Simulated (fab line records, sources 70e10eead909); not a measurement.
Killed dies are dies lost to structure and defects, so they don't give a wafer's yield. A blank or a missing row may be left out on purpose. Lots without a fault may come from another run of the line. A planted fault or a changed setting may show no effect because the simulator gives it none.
Chamber matching | flow nand_harc | NHARC_A_CHANNEL_HOLE_D1_DEP_01 on pecvd-03: 3 sister chambers
The step deposits SiON, target thk 140 nm. 3 wafers are shown with their chamber, then 11 later ones without.

WAFERS WITH THEIR CHAMBER
wafer  | chamber | heater_power_w (W)
L083.5 | 2       | 868
L083.6 | 1       | 712
L089.2 | 0       | 558

WAFERS WITHOUT THEIR CHAMBER
wafer  | heater_power_w (W)
L089.3 | 740
L089.5 | 752
L088.1 | 868
L088.4 | 529
L088.5 | 778
L091.2 | 743
L091.4 | 543
L091.5 | 728
L092.2 | 516
L092.5 | 773
L092.6 | 859

WHICH CHAMBER EACH WENT THROUGH
wafer  | from the rows above     | in truth
L089.3 | 1                       | 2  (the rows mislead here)
L089.5 | 1                       | 1
L088.1 | 2                       | 2
L088.4 | 0                       | 0
L088.5 | can't be placed: 1 or 2 | 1
L091.2 | 1                       | 1
L091.4 | 0                       | 0
L091.5 | 1                       | 1
L092.2 | 0                       | 0
L092.5 | can't be placed: 1 or 2 | 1
L092.6 | 2                       | 2
Placed correctly: 8 of 11. Can't be placed from these rows: 2 (the true chamber is among the candidates in 2). Placed wrongly: 1.
How it was worked out, from the rows above alone: a wafer's distance from a chamber is the root of the sum, over the readings, of the square of ((its reading less the chamber's mean) divided by the reading's scatter). The wafer belongs to the nearest chamber; if the next one is less than 2 further off, it can't be placed. A chamber's mean is the mean of its shown wafers. The scatter: with one shown wafer a chamber, the root of the mean of the squares of how far each hidden wafer lies from its nearest shown one.
